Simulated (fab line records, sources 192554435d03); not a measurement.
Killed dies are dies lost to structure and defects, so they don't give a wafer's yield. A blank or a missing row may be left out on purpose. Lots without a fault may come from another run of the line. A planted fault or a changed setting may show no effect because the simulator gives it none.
A struck lot beside a sound one | flow n5_finfet | 36 steps out of a route of 1938
Sound: wafers L907.1, L907.3, L907.5. Struck: wafers L890.1, L890.5, L890.6. The cause comes at the end.
At each step with rows: each side's tool, then ch and its chambers, then its first start. Under that, the readings that differ: sound wafers | struck wafers | difference of the means | sigmas: that difference in standard deviations of wafers without a fault.
alike: readings whose means differ by less than 2 such deviations, and words and numbers that are the same on both sides. not compared: withheld readings, readings that some wafer has no value for, bounds like >300 that may hide the same value, and numbers for which the record gives no deviation and whose values overlap.
The two part at a step that has a row with sigmas, a row that says differs or no value, or rows on one side only. Numbers that don't overlap but have no deviation are shown without sigmas and don't part them. A reading that every wafer of one side lacks parts them only if that side has two wafers or more.

first, 9 steps without rows for these wafers: N5_BEOL_M4_ANNEAL_95 (time 240 s); N5_BEOL_M4_SPUTTER_96 (material Cu, target thk 4.5 nm, time 8.29 s); N5_BEOL_M4_ECD_50 (material Cu, target thk 300 nm); N5_BEOL_M4_ANNEAL_51 (time 90 s); N5_BEOL_M4_CMP_52 (polishes, stops on SiOC, t overpolish 6.8 s, target thk 40 nm); N5_BEOL_M4_PRE_CLEAN_60 (time 15 s); N5_BEOL_M4_CO_CAP_55 (material Co, precursor CCTBA/H2, target thk 2 nm, time 102.1 s); N5_BEOL_M4_PRE_CLEAN_56 (time 15 s); N5_BEOL_M4_DEP_57 (deposits SiCN from 3MS/NH3, target thk 8 nm, time 14 s).
N5_BEOL_M4_RC_MEAS_101:
  sound on prober-01 ch 0, day 13 23:16; struck on prober-02 ch 0, day 9 16:08
  alike: DIBL_N, DIBL_P, IOFF_N, IOFF_P, ION_N, ION_P, SS_N, SS_P, VT_N, VT_P
then, 24 steps without rows for these wafers: N5_BEOL_M5_ILD_DEP_00 (deposits SiCOH lowk from DEMS/porogen, target thk 140.64 nm, time 25.9 s); N5_BEOL_M5_CURE_79 (cures SiCOH lowk, time 240 s); N5_BEOL_M5_PECVD_70 (deposits SiO2 from TEOS/O2, target thk 16 nm, time 18 s); N5_BEOL_M5_HM_DEP_02 (deposits TiN, target thk 20 nm); N5_BEOL_M5_COAT_59 (time 60 s, resist thk 60 nm); N5_BEOL_M5_COAT_60 (time 60 s, resist thk 12 nm); N5_BEOL_M5_COAT_71 (time 60 s, resist thk 5 nm); N5_BEOL_M5_COAT_05 (resist thk 30 nm); N5_BEOL_M5_EBR_07; N5_BEOL_M5_SOFTBAKE_06 (time 60 s); N5_BEOL_M5_EXPOSE_08 (exposes mask M5, target cd 28 nm); N5_BEOL_M5_PEB_09 (peb time 60 s); N5_BEOL_M5_DEVELOP_10 (develop time 30 s); N5_BEOL_M5_DESCUM_16 (chemistry O2, time 7 s); N5_BEOL_M5_ETCH_72 (etches underlayer in N2/H2, target depth 6.5 nm, time 5.2 s); N5_BEOL_M5_ETCH_61 (etches SiARC in CF4, target depth 15.6 nm, time 26 s); N5_BEOL_M5_ETCH_62 (etches SOC in N2/H2, target depth 75 nm, overetch 15 nm, time 112.5 s); N5_BEOL_M5_STRIP_63 (strips in N2/H2); N5_BEOL_M5_STRIP_73 (strips in N2/H2); N5_BEOL_M5_STRIP_64 (strips in CF4); N5_BEOL_M5_HM_OPEN_17 (chemistry Cl2/BCl3, target TiN, target depth 20 nm, overetch 6 nm); N5_BEOL_M5_STRIP_19 (strips in O2); N5_BEOL_M5_COAT_65 (time 60 s, resist thk 60 nm); N5_BEOL_M5_COAT_66 (time 60 s, resist thk 12 nm).
-- the record jumps here: 3 days lie between the struck wafers' starts before and after (it left off in module BEOL_M5 and takes up again in module MIM_TOP, whose first step shown is number 1836 of the route) --
N5_MIM_TOP_ALD_02: deposits Al2O3, purge time 3 s, co reactant pulse time 3 s.
  sound on ald_hk-03 ch 0,2,3, day 18 08:00; struck on ald_hk-03 ch 0,1,3, day 13 03:00
  reading                    | sound             | struck | difference                    | sigmas
  precursor_pulse_height_rel | 0.980 1.006 1.000 | - - -  | no value on the struck wafers |
N5_PASSIVATION_PROBE_49:
  the record has rows for the struck wafers here (prober-02, day 13 16:40) and none for the sound ones

WHERE THEY PART
First at N5_MIM_TOP_ALD_02; last, within this record, at N5_PASSIVATION_PROBE_49.

WHY: what the simulator had put in
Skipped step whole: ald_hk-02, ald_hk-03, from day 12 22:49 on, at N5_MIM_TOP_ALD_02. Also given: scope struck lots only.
